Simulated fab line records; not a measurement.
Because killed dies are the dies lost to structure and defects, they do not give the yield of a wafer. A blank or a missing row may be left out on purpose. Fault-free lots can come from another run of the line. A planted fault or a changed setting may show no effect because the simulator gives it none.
Problem report, 8D (eight disciplines) form, completed by code | flow n5 finfet | the parts of the form that need people (team, actions taken, sign-off) are left out

## 1. THE PROBLEM
At N5_BEOL_M15_CMP_49, barrier field endpoint s averages 6.12 s over 3 wafers from 2 lots, while fault-free wafers read 11.28 s, standard deviation 0.25. Measured from the usual mean, that is -21 standard deviations.
The step: polishes, stops on SiO2, t overpolish 4.9 s, target thk 850 nm.
First seen on wafer L342.1, day 14 10:12, on cmp-03. At this step, 30 wafers from 10 lots have a number in the record. By rule, "out" or "out of limits" means more than 4 standard deviations away from the usual mean. The rest of the wafers with a number are treated as sound.

## 2. WHAT THIS IS AND IS NOT
question                    | is                       | is not
which readings at this step | barrier field endpoint s | motor current A, overpolish run s
which lots                  | L342, L343               | L335, L340, L341, L347, L352, L354, L355, L356
which wafers of those lots  | L342.1, L342.6, L343.1   | L342.3, L343.3, L343.4
read on which tools         | cmp-03                   | cmp-01, cmp-02
when                        | from day 14 10:12        | up to then (10 sound wafers); but 17 sound wafers of L343, L347, L352, L354, L355, L356 came after

## 3. WHAT RULES OUT EACH SUSPECT
Counting: any tool at a process step up to the reading remains a suspect provided it ran every lot that is out. Sound lots after the first of them don't rule it out here, since some wafers of a struck lot are sound.
- cmp-03 at N5_BEOL_M15_CMP_49 (polishes, stops on SiO2, t overpolish 4.9 s, target thk 850 nm): kept. Every lot that is out went through it, the first being L342 (day 14 10:12); the last sound lot it ran before that was L341 (day 14 06:18). On those wafers its own readings are out: barrier field endpoint s.
The count leaves cmp-03 at N5_BEOL_M15_CMP_49.

## 4. THE CAUSE (what the simulator had put in)
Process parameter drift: cmp-03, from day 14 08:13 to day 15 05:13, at N5_BEOL_M15_CMP_49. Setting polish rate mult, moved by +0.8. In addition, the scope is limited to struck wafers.
This tool alone remained once counting was done.

## 5. THE EFFECT CHAIN, in route order
Rows list readings where the struck wafers' mean (over those with a number) sits beyond 3 standard deviations from the usual. Only readings whose record carries a usual standard deviation are examined. hours: median over the lots of the time between each lot's start at the first step of this table that gives one and its start at this step. sigmas: the change, counted in usual standard deviations.
hours | step               | reading                  | usual   | on struck wafers | change | sigmas
0     | N5_BEOL_M15_CMP_49 | barrier field endpoint s | 11.28 s | 6.12             | -5.16  | -21
It contains these process steps:
- N5_BEOL_M15_CMP_49: polishes, stops on SiO2, t overpolish 4.9 s, target thk 850 nm.

## 6. WHAT WOULD HAVE CAUGHT IT SOONER
In this record no reading fell out of limits until day 14 10:12, 2 hours after the fault had begun at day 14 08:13.
